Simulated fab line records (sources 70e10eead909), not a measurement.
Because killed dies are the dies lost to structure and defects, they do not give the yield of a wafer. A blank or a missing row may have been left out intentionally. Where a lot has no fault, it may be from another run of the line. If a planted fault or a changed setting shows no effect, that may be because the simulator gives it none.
A lot that was struck, set against a sound lot | flow nandHarc | 12 steps out of a route of 1302
Sound: the wafers L891.2, L891.3, L891.5. Wafers struck: L901.2, L901.4, L901.6. Last of all comes the cause.
Each step with rows lists, per side, the tool, then ch with its chambers, then its first start. Under that, the readings that differ: sound wafers | struck wafers | difference of the means | sigmas: that difference in standard deviations of wafers without a fault.
alike: a reading whose means differ by less than 2 such deviations, as well as words and numbers matching on both sides. not compared: withheld readings; readings where some wafer has no value; bounds like >300 that might hide an equal value; numbers whose values overlap and for which the record gives no deviation.
Wherever a step has rows on one side only, a row that says differs or no value, or a row with sigmas, the two part there. Non-overlapping numbers with no deviation appear without sigmas and do not part them. A reading missing from all wafers of one side parts the sides only when that side holds two or more wafers.

first, 1 step without rows for these wafers: NHARC_A_CHANNEL_FILL_D2_SRD_12.
NHARC_A_CHANNEL_FILL_D2_RTA_24: time 5 s.
  sound on rtpAnneal-01 ch 0, day 17 21:47; struck on rtpAnneal-01 ch 0, day 22 15:56
  alike: lampPowerPct, wafer_temp_C_max
NHARC_A_CHANNEL_FILL_D2_INSPECT_13:
  struck on defectInspect-01, day 22 16:06; sound on defectInspect-02, day 17 21:58
  alike: rawDefectCount
NHARC_A_STAIRCASE_DEP_156: deposits SiNx, target thk 50 nm.
  sound on pecvd-04 ch 0,1, day 17 22:04; struck on pecvd-04 ch 0,2, day 22 16:12
  alike: heaterPowerW, rfFwdPowerW, susceptorTempC
  not compared: sinceWetCleanH
then, 7 steps without rows for these wafers: NHARC_A_STAIRCASE_DEHYDRATE_158 (time 120 s); NHARC_A_STAIRCASE_HMDS_159 (time 30 s); NHARC_A_STAIRCASE_COAT_160; NHARC_A_STAIRCASE_SOFTBAKE_161 (time 170 s); NHARC_A_STAIRCASE_EBR_162; NHARC_A_STAIRCASE_EXPOSE_163 (exposes mask STAIR OPEN); NHARC_A_STAIRCASE_PEB_164 (peb time 130 s).
NHARC_A_STAIRCASE_DEVELOP_165: time 140 s.
  sound on lithoTrack-03 ch 0, day 17 22:00; struck on lithoTrack-07, day 22 16:00
  no value came back on the struck wafers for chillPlateTempC (C), exhaustPa (Pa); on the sound wafers chillPlateTempC (C) reads 22.79 22.91 22.89

== WHERE THEY PART ==
At NHARC_A_STAIRCASE_DEVELOP_165 and nowhere else, as far as this record goes.

WHY: whatever the simulator had introduced
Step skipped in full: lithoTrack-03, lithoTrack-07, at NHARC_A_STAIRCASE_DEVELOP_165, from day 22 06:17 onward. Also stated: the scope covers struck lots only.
